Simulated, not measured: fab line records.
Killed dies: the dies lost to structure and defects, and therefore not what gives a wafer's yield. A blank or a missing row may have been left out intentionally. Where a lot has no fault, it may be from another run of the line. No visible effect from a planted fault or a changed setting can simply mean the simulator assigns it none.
Which tool did it? -- flow nand_harc -- Sampling: 13 lots, 39 wafers, 5 of 1302 route steps

== WHAT THE GAUGES SHOWED, per wafer ==
NHARC_P_ZERO_WELL_CD_MEAS_52: the cd target is 2000 nm. Usual: 1999.4 nm for cd_nm, sd 1.7.
lot,measured,on,cd_nm (nm),flag
L111,day 2 01:38,cd_sem-02,2002.6 2004.3 2002.6,
L112,day 2 13:37,cd_sem-02,2001.0 2002.2 1998.4,
L113,day 2 21:58,cd_sem-03,1998.7 1998.6 2000.4,
L114,day 3 07:38,cd_sem-03,1999.3 2001.1 1998.1,
L115,day 3 17:38,cd_sem-02,1997.0 1997.2 1998.0,
L118,day 4 23:53,cd_sem-03,1999.0 1998.1 1997.2,
L119,day 5 09:52,cd_sem-03,1998.4 1999.4 1996.6,
L120,day 5 19:36,cd_sem-02,1998.2 1999.2 1999.9,
L121,day 6 05:44,cd_sem-03,1999.0 1999.8 1998.9,
L122,day 6 19:02,cd_sem-02,1999.1 2001.0 1999.6,
L124,day 7 11:50,cd_sem-02,1997.8 1995.0 1995.7,
L125,day 7 21:44,cd_sem-02,1999.2 1998.7 1998.0,
L132,day 10 19:54,cd_sem-01,1998.2 1999.4 2000.7,

NHARC_P_STI_CD_MEAS_09: the cd target is 200 nm. Usual: 199.1 nm for cd_nm, sd 2.3.
lot,measured,on,cd_nm (nm),flag
L111,day 2 18:02,cd_sem-02,199.7 199.6 201.4,
L112,day 3 08:37,cd_sem-01,199.5 199.3 202.4,
L113,day 3 14:26,cd_sem-01,196.7 197.2 197.5,
L114,day 4 00:41,cd_sem-03,201.5 194.5 198.4,
L115,day 4 11:57,cd_sem-03,198.9 201.5 200.6,
L118,day 5 16:50,cd_sem-01,195.1 196.1 195.5,
L119,day 6 06:01,cd_sem-01,200.9 195.7 194.4,
L120,day 6 12:21,cd_sem-03,199.8 200.2 199.3,
L121,day 7 00:22,cd_sem-03,200.4 199.0 197.4,
L122,day 7 13:40,cd_sem-01,201.7 201.3 199.7,
L124,day 8 05:27,cd_sem-03,199.8 202.2 201.2,
L125,day 8 16:31,cd_sem-03,201.2 196.9 201.2,
L132,day 11 14:15,cd_sem-02,198.9 200.4 198.7,

NHARC_P_STI_INSPECT_11. Usual: 5.2 for raw_defect_count, sd 2.8.
lot,measured,on,raw_defect_count,flag
L111,day 2 18:10,defect_inspect-02,8 7 5,
L112,day 3 08:45,defect_inspect-01,6 5 9,
L113,day 3 14:33,defect_inspect-02,11 5 5,
L114,day 4 00:49,defect_inspect-01,3 2 2,
L115,day 4 12:04,defect_inspect-01,2 3 1,
L118,day 5 16:58,defect_inspect-01,4 5 3,
L119,day 6 06:08,defect_inspect-02,3 6 3,
L120,day 6 12:28,defect_inspect-01,7 4 10,
L121,day 7 00:29,defect_inspect-02,4 5 10,
L122,day 7 13:47,defect_inspect-02,5 3 9,
L124,day 8 05:34,defect_inspect-01,5 0 5,
L125,day 8 16:39,defect_inspect-02,15 9 12,
L132,day 11 14:22,defect_inspect-02,7 7 4,

NHARC_P_STI_OCD_MEAS_17. Usual: trench_depth_nm 299 nm, standard deviation 4.1; trench_foot_cd_nm 157.3 nm, standard deviation 2.4.
lot,measured,on,trench_depth_nm (nm),trench_foot_cd_nm (nm),flag
L111,day 2 18:51,ocd-01,302 296 297,157.4 158.5 160.3,
L112,day 3 09:25,ocd-02,303 300 301,157.1 157.4 160.5,
L113,day 3 15:13,ocd-02,301 297 299,154.7 155.5 156.0,
L114,day 4 01:28,ocd-02,297 298 305,159.9 153.1 155.9,
L115,day 4 12:44,ocd-02,298 302 302,157.7 159.1 158.1,
L118,day 5 17:37,ocd-01,295 298 293,154.4 153.8 155.4,
L119,day 6 06:48,ocd-02,301 301 299,159.1 153.3 153.0,
L120,day 6 13:08,ocd-02,307 300 306,156.9 158.4 156.1,
L121,day 7 01:09,ocd-01,303 295 301,157.6 157.9 155.5,
L122,day 7 14:29,ocd-01,292 299 300,160.6 159.6 157.2,
L124,day 8 06:14,ocd-02,303 309 296,158.0 158.9 160.2,
L125,day 8 17:19,ocd-02,293 305 294,160.6 154.5 160.4,
L132,day 11 15:03,ocd-02,258 296 297,162.9 159.0 157.9,OFF

== TOOL THAT RAN EACH LOT (tool first, then ch and the chambers of the sampled wafers, then the start) ==
lot,NHARC_P_STI_ETCH_15
L111,"rie_si-06 ch 1,2, day 2 18:34"
L112,"rie_si-06 ch 0,2, day 3 09:10"
L113,"rie_si-05 ch 0,1,2, day 3 14:58"
L114,"rie_si-03 ch 0,2,3, day 4 01:13"
L115,"rie_si-06 ch 1,2,3, day 4 12:29"
L118,"rie_si-03 ch 0,1,3, day 5 17:25"
L119,"rie_si-05 ch 0,1, day 6 06:34"
L120,"rie_si-03 ch 2,3, day 6 12:53"
L121,"rie_si-05 ch 0,1, day 7 00:54"
L122,"rie_si-06 ch 1,3, day 7 14:14"
L124,"rie_si-06 ch 0,1,3, day 8 06:01"
L125,"rie_si-03 ch 1,2, day 8 17:04"
L132,"rie_si-05 ch 0,1,2, day 11 14:49"
- NHARC_P_STI_ETCH_15: etches the open film in HBr/Cl2, target depth 300 nm, time 100.1 s.

== WHAT THE TOOLS THEMSELVES READ (means of the sampled wafers that have a number; where no wafer has one, the mark that the record gives instead) ==
NHARC_P_STI_ETCH_15. Usual: drypump_motor_current_A 5.6 A, standard deviation 0.44; oes_product_au 0.998 a.u., standard deviation 0.0097; throttle_valve_pct 26.406 %, standard deviation 0.0088.
lot,tool,drypump_motor_current_A (A),oes_product_au (a.u.),throttle_valve_pct (%),flag
L111,rie_si-06,5.4,0.999,26.400,
L112,rie_si-06,5.8,1.001,26.408,
L113,rie_si-05,5.6,0.998,26.401,
L114,rie_si-03,6.2,0.996,26.405,
L115,rie_si-06,5.4,1.001,26.405,
L118,rie_si-03,5.7,0.987,26.409,
L119,rie_si-05,5.5,0.998,26.402,
L120,rie_si-03,6.3,1.011,26.411,
L121,rie_si-05,5.4,1.003,26.411,
L122,rie_si-06,5.3,0.993,26.404,
L124,rie_si-06,5.6,1.007,26.408,
L125,rie_si-03,5.6,0.995,26.406,
L132,rie_si-05,5.6,0.962,26.408,OFF

== THE ANSWER, worked out from the rows above alone ==
Rule: a lot is off if the mean of its wafers that have a number lies more than 3 standard deviations from the usual mean. Also off: a lot with no number at a reading for which 4 or more lots have one. The other lots that the step has rows for count as sound. First the gauges in route order, then the tools' own readings, where a lot's mean is used as printed above. At the first step where some lot is off, the reading lying furthest off is the one used; lots without a number count as furthest.
Off: L132 (NHARC_P_STI_OCD_MEAS_17, trench_depth_nm).
If a tool, at a process step before that reading, ran all the lots that are off and no sound lot after the first of them, it fits. The gauges at NHARC_P_STI_OCD_MEAS_17 aren't tried: what is off there is off at NHARC_P_STI_ETCH_15 too, on other tools, and a gauge's error can't cause that. One fits: rie_si-05 at NHARC_P_STI_ETCH_15. A fault onset in the window from L121 (day 7 00:54, its last sound lot) to L132 (day 11 14:49, its first lot off) fits.
On the lots that are off, the tool's own readings at NHARC_P_STI_ETCH_15 differ by more than 5 times the standard deviation of the sound lots' means, which bears it out; oes_product_au reads 0.962 a.u. there versus 0.999 a.u. on the sound lots.

== WHAT THE SIMULATOR HAD INSERTED ==
rie_si-05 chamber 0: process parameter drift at NHARC_P_STI_ETCH_15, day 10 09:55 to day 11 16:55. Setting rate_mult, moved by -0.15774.
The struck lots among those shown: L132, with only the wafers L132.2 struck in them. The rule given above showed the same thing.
